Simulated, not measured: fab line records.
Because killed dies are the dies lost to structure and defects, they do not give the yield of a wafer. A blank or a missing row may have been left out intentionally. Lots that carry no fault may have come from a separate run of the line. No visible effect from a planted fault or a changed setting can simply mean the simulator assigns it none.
Which tool did it? || flow n5Finfet || 10 lots (28 wafers sampled), 1 step of a 1938-step route

WHAT THE GAUGES SHOWED, per wafer
N5_HKMG_FIN_OVL_MEAS_13.
{"lot": "L189", "measured": "day 4 09:10", "on": "overlay-01", "NWFM_OVL (nm)": "0.3 0.1 0.7"}
{"lot": "L190", "measured": "day 4 13:01", "on": "overlay-02", "NWFM_OVL (nm)": "-0.4 -0.4 -0.9"}
{"lot": "L191", "measured": "day 4 18:09", "on": "overlay-01", "NWFM_OVL (nm)": "0.5 0.2 1.5"}
{"lot": "L192", "measured": "day 4 22:59", "on": "overlay-01", "NWFM_OVL (nm)": "0.2 0.4 0.0"}
{"lot": "L195", "measured": "day 5 19:50", "on": "overlay-01", "NWFM_OVL (nm)": "0.3 0.1 -0.2"}
{"lot": "L197", "measured": "day 6 07:47", "on": "overlay-01", "NWFM_OVL (nm)": "-0.4 -0.7 -0.8"}
{"lot": "L198", "measured": "day 6 17:35", "on": "overlay-02", "NWFM_OVL (nm)": "0.6 0.6"}
{"lot": "L201", "measured": "day 7 10:11", "on": "overlay-01", "NWFM_OVL (nm)": "-0.2 -0.2 0.9"}
{"lot": "L206", "measured": "day 8 13:04", "on": "overlay-02", "NWFM_OVL (nm)": "0.5 -0.5 -0.6"}
{"lot": "L209", "measured": "day 9 02:45", "on": "overlay-01", "NWFM_OVL (nm)": "0.2 -0.8"}

WHAT TOOL EACH LOT RAN ON (gives the tool, then ch and the chambers of the sampled wafers, and finally the start)
No process step before these readings appears in the record.

THE ANSWER, worked out from the rows above alone
Rule: the lots themselves supply what counts as usual. Put in order of their means at a reading, lots are off if they are a third of the lots or fewer, leave a main group of 4 or more, and stand apart from it by a gap of 3 or more times the standard deviation of the main group's means; of several such gaps the widest counts. If all means in a main group match to the digits the tables above print for the reading, that group is not used. Also off: a lot with no number at a reading for which 4 or more lots have one. The other lots that the step has rows for count as sound.
Across all readings shown, no lot is off: no conclusion can be drawn from this.

WHAT THE SIMULATOR PUT IN
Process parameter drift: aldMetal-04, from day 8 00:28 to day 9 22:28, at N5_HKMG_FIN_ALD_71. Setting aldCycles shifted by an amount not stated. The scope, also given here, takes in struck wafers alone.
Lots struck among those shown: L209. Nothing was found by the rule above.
